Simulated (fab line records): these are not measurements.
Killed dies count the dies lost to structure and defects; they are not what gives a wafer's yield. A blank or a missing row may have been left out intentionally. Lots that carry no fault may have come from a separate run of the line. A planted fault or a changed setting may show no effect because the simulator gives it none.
A struck lot beside a sound one -- flow n5Finfet -- 15 steps out of a route of 1938
Sound: wafers L260.1, L260.2, L260.6. Wafers L263.2, L263.6 were the ones struck. The cause is named last.
For every step that has rows: the tool of each side, followed by ch and its chambers, followed by its first start. Under that, the readings that differ: sound wafers -- struck wafers -- difference of the means -- sigmas: that difference in standard deviations of wafers without a fault.
alike: a reading whose means differ by less than 2 such deviations, as well as words and numbers matching on both sides. not compared: withheld readings; readings where some wafer has no value; bounds like >300 that might hide an equal value; numbers whose values overlap and for which the record gives no deviation.
Wherever a step has rows on one side only, a row that says differs or no value, or a row with sigmas, the two part there. Numbers that have no deviation but don't overlap get no sigmas and don't part them. A reading that every wafer of one side lacks parts them only if that side has two wafers or more.

first, 7 steps without rows for these wafers: N5_MIM_BOT_LITHO_COAT_02; N5_MIM_BOT_LITHO_EBR_04; N5_MIM_BOT_LITHO_SOFTBAKE_03 (time 90 s); N5_MIM_BOT_LITHO_EXPOSE_05 (exposes mask MIM BOT); N5_MIM_BOT_LITHO_PEB_06; N5_MIM_BOT_LITHO_DEVELOP_07 (develop time 60 s); N5_MIM_BOT_LITHO_HARDBAKE_09 (time 120 s).
N5_MIM_BOT_LITHO_CD_MEAS_08 targets a cd of 3000 nm.
  sound on cdSem-01 ch 0, day 13 05:00; struck on cdSem-01 ch 0, day 15 17:19
  alike: cdNm
N5_MIM_BOT_LITHO_OVL_MEAS_11:
  sound on overlay-01 ch 0, day 13 05:02; struck on overlay-02 ch 0, day 15 17:21
  alike: MIM_BOT_OVL
N5_MIM_BOT_LITHO_INSPECT_12: inspects for defects (macro).
  struck on defectInspect-02, day 15 17:22; sound on defectInspect-02, day 13 05:03
  alike: rawDefectCount
N5_MIM_BOT_LITHO_DESCUM_10: chemistry O2, time 7.9 s.
  sound on rieDiel-02 ch 0,2,3, day 13 05:05; struck on rieDiel-01 ch 0,2, day 15 17:24
reading,sound,struck,difference,sigmas
showerheadPlenumPTorr (Torr),2.13 2.17 2.08,1.97 2.01,-0.14,-2
  alike: chamberPressureMTorr, drypumpMotorCurrentA, oesProductAu, rfVppV, tempC, throttleValvePct
  not compared: rfHoursCounterH
N5_MIM_BOT_ETCH_ETCH_04: etches SiNx in CF4/O2, target depth 26 nm, time 13 s.
  sound on rieDiel-02 ch 0,2,3, day 13 05:09; struck on rieDiel-01 ch 0,2, day 15 17:28
reading,sound,struck,difference,sigmas
showerheadPlenumPTorr (Torr),2.25 2.28 2.20,2.08 2.10,-0.15,-2
  alike: O2_flow_sccm, biasW, chamberPressureMTorr, drypumpMotorCurrentA, oesProductAu, rfVppV, throttleValvePct
  not compared: rfHoursCounterH
N5_MIM_BOT_ETCH_ETCH_03: etches the open film in Cl2/BCl3, target depth 12 nm.
  sound on rieMetal-02 ch 0,1, day 13 05:14; struck on rieMetal-02 ch 0, day 15 17:34
reading,sound,struck,difference,sigmas
heBacksideLeakSccm (sccm),3.7 3.6 3.7,5.6 3.6,+0.9,+3
oesProductAu (a.u.),0.65 0.67 0.66,0.92 0.92,+0.26,+2
model.etch.depthNm (nm),11.7 12.34 11.75,19.94 19.88,+7.98,
model.MIM_BOT_ETCH.cdOffsetNm (nm),0.4 -0.2 0.2,-2.8 -3,-3.0,
  alike: biasW, chamberPressureMTorr, drypumpMotorCurrentA, throttleValvePct
  not compared: rfHoursCounterH, model.coat_of_MIM_BOT_LITHO_COAT_02.thkNm
N5_MIM_BOT_ETCH_ETCH_00: etches TiN in Cl2/BCl3, target depth 45.5 nm.
  sound on rieMetal-02 ch 0,1, day 13 05:20; struck on rieMetal-02 ch 0, day 15 17:39
reading,sound,struck,difference,sigmas
model.MIM_BOT_ETCH.cdOffsetNm (nm),0.4 -0.2 0.2,-2.8 -3,-3.0,
  alike: biasW, chamberPressureMTorr, drypumpMotorCurrentA, heBacksideLeakSccm, oesProductAu, throttleValvePct
  not compared: rfHoursCounterH, model.coat_of_MIM_BOT_LITHO_COAT_02.thkNm
N5_MIM_BOT_ETCH_STRIP_01: strips in O2.
  sound on rieDiel-04 ch 0,2,3, day 13 05:28; struck on rieDiel-02 ch 0,2, day 15 17:47
  alike: chamberPressureMTorr, drypumpMotorCurrentA, oesProductAu, rfVppV, showerheadPlenumPTorr, tempC, throttleValvePct
  not compared: rfHoursCounterH

== WHERE THEY PART ==
At N5_MIM_BOT_LITHO_DESCUM_10 first; at N5_MIM_BOT_ETCH_ETCH_03 last (within this record only). Later steps at which nothing parts them and some readings are alike: N5_MIM_BOT_ETCH_ETCH_00, N5_MIM_BOT_ETCH_STRIP_01.

WHY: what had been put in by the simulator
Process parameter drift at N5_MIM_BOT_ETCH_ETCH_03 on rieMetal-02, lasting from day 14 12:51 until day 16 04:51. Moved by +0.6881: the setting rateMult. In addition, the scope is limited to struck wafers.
